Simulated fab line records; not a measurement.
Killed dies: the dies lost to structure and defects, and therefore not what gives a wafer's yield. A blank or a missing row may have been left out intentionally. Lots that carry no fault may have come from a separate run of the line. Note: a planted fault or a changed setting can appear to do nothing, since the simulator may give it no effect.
Lot-split experiment | flow n5_finfet | 21 wafers read from 7 lots, route of 1938 steps

ON THE SPLIT
At N5_BEOL_M9_TRENCH_ETCH_37 (etches SiCOH lowk in C4F6/O2, target depth 151.43 nm, time 49 s), the setting time_s was moved away from the recipe's 49 s on 6 of the 21 wafers read, by -14.4% to +17.8%. This setting was run at the recipe's value on the other wafers.

FROM THE SPLIT TO THE READING: what the file shows between them, 11 steps
- N5_BEOL_M9_ETCH_41: etches SiCN in CH3F/O2, target depth 36.6 nm, time 70.1 s
- N5_BEOL_M9_STRIP_80: strips in N2/H2, time 10 s
- N5_BEOL_M9_OCD_MEAS_38
- N5_BEOL_M9_HM_STRIP_39: strips TiN in peroxide tin strip, target depth 25 nm, time 158 s
- N5_BEOL_M9_SRD_40: time 30 s
- N5_BEOL_M9_ECD_50: material Cu, target thk 318 nm
- N5_BEOL_M9_ANNEAL_51: time 90 s
- N5_BEOL_M9_CMP_52: polishes, stops on SiCOH lowk, t overpolish 7 s, target thk 140 nm
- N5_BEOL_M9_THK_MEAS_53: measures by xrf
- N5_BEOL_M9_PRE_CLEAN_55: time 15 s
- N5_BEOL_M9_DEP_56: deposits SiCN from 3MS/NH3, target thk 15 nm, time 26.5 s

THE READING
Measured at N5_BEOL_M9_RS_MEAS_57 by four-point probe: M9_RS, in ohm/sq. On this fab line, fault-free wafers typically give 0.152 ohm/sq with a standard deviation of 0.0044 ohm/sq.

wafer  | tool, chamber at the split | time_s as run, s | against the recipe | M9_RS, ohm/sq | against lot-mates on the recipe
L074.2 | rie_diel-02, 2             | 49               | recipe             | 0.161         | -
L074.5 | rie_diel-02, 2             | 49               | recipe             | 0.159         | -
L074.6 | rie_diel-02, 3             | 49               | recipe             | 0.154         | -
L077.1 | rie_diel-04, 1             | 49               | recipe             | 0.149         | -
L077.3 | rie_diel-04, 3             | 49               | recipe             | 0.150         | -
L077.4 | rie_diel-04, 2             | 49               | recipe             | 0.156         | -
L079.3 | rie_diel-04, 1             | 49               | recipe             | 0.147         | -
L079.5 | rie_diel-04, 1             | 49               | recipe             | 0.146         | -
L079.6 | rie_diel-04, 0             | 49               | recipe             | 0.150         | -
L080.2 | rie_diel-02, 2             | 49               | recipe             | 0.157         | -
L080.3 | rie_diel-02, 0             | 57.73            | +17.8%             | 0.124         | -0.033
L080.5 | rie_diel-02, 2             | 57.73            | +17.8%             | 0.130         | -0.027
L090.4 | rie_diel-02, 1             | 49               | recipe             | 0.150         | -
L090.5 | rie_diel-02, 3             | 41.95            | -14.4%             | 0.183         | +0.028
L090.6 | rie_diel-02, 2             | 49               | recipe             | 0.159         | -
L093.3 | rie_diel-02, 3             | 49               | recipe             | 0.147         | -
L093.5 | rie_diel-02, 2             | 43.18            | -11.9%             | 0.183         | +0.036
L093.6 | rie_diel-02, 3             | 43.18            | -11.9%             | 0.173         | +0.026
L097.1 | rie_diel-04, 3             | 49               | recipe             | 0.150         | -
L097.3 | rie_diel-04, 2             | 53.51            | +9.2%              | 0.136         | -0.011
L097.4 | rie_diel-04, 1             | 49               | recipe             | 0.145         | -

FIT RESULTS
A straight line over all 21 wafers: M9_RS changes by -0.00175 ohm/sq for each +1% of time_s; r = -0.93; the points scatter about the line by 0.0055 ohm/sq.
The same after taking each lot's own level away (the mean of its wafers on the recipe; 21 wafers): -0.00193 ohm/sq for each +1%; r = -0.96; scatter 0.0043 ohm/sq.
The reading moves by 0.034 ohm/sq for the largest change in time_s, on that fit.
The lots' own levels span 0.1470 to 0.1580 ohm/sq, that is 2.5 times the standard deviation above.
Consequently the slope shifts little with the lot-to-lot level, the two slopes agreeing.
Check: for one of the wafers moved furthest among these (+17.8%), held out of the fit, the line's prediction against its lot-mates is -0.0328 ohm/sq. It came out at -0.033 ohm/sq against them.

THE WHOLE CHAIN: every reading that the file lists as answering this split, in the file's order
step                      | what it does                                                       | reading                                                                          | change (the file's fit)                | r (the file's)
N5_BEOL_M9_TRENCH_ETCH_37 | etches SiCOH lowk in C4F6/O2, target depth 151.43 nm, time 49 s    | etch.depth_nm (the simulator's own value, which no gauge read)                   | +1.56 nm for each +1% of the setting   | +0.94
N5_BEOL_M9_TRENCH_ETCH_37 | etches SiCOH lowk in C4F6/O2, target depth 151.43 nm, time 49 s    | BEOL_M9.feature_depth_nm (the simulator's own value, which no gauge read)        | +1.56 nm for each +1% of the setting   | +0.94
N5_BEOL_M9_TRENCH_ETCH_37 | etches SiCOH lowk in C4F6/O2, target depth 151.43 nm, time 49 s    | TiN_of_BEOL_M9_HM_DEP_02.thk_nm (the simulator's own value, which no gauge read) | -0.0409 nm for each +1% of the setting | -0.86
N5_BEOL_M9_OCD_MEAS_38    |                                                                    | trench_depth_nm                                                                  | +1.56 nm for each +1% of the setting   | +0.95
N5_BEOL_M9_CMP_52         | polishes, stops on SiCOH lowk, t overpolish 7 s, target thk 140 nm | Cu_of_BEOL_M9_ECD_50.thk_nm (the simulator's own value, which no gauge read)     | +1.56 nm for each +1% of the setting   | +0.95
N5_BEOL_M9_THK_MEAS_53    | measures by xrf                                                    | M9_THK                                                                           | +1.55 for each +1% of the setting      | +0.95
N5_BEOL_M9_RS_MEAS_57     | measures by four-point-probe                                       | M9_RS                                                                            | -0.00189 for each +1% of the setting   | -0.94

THE FILE'S OWN FIT
M9_RS changes by -0.00189 ohm/sq for each +1% of time_s, r = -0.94.
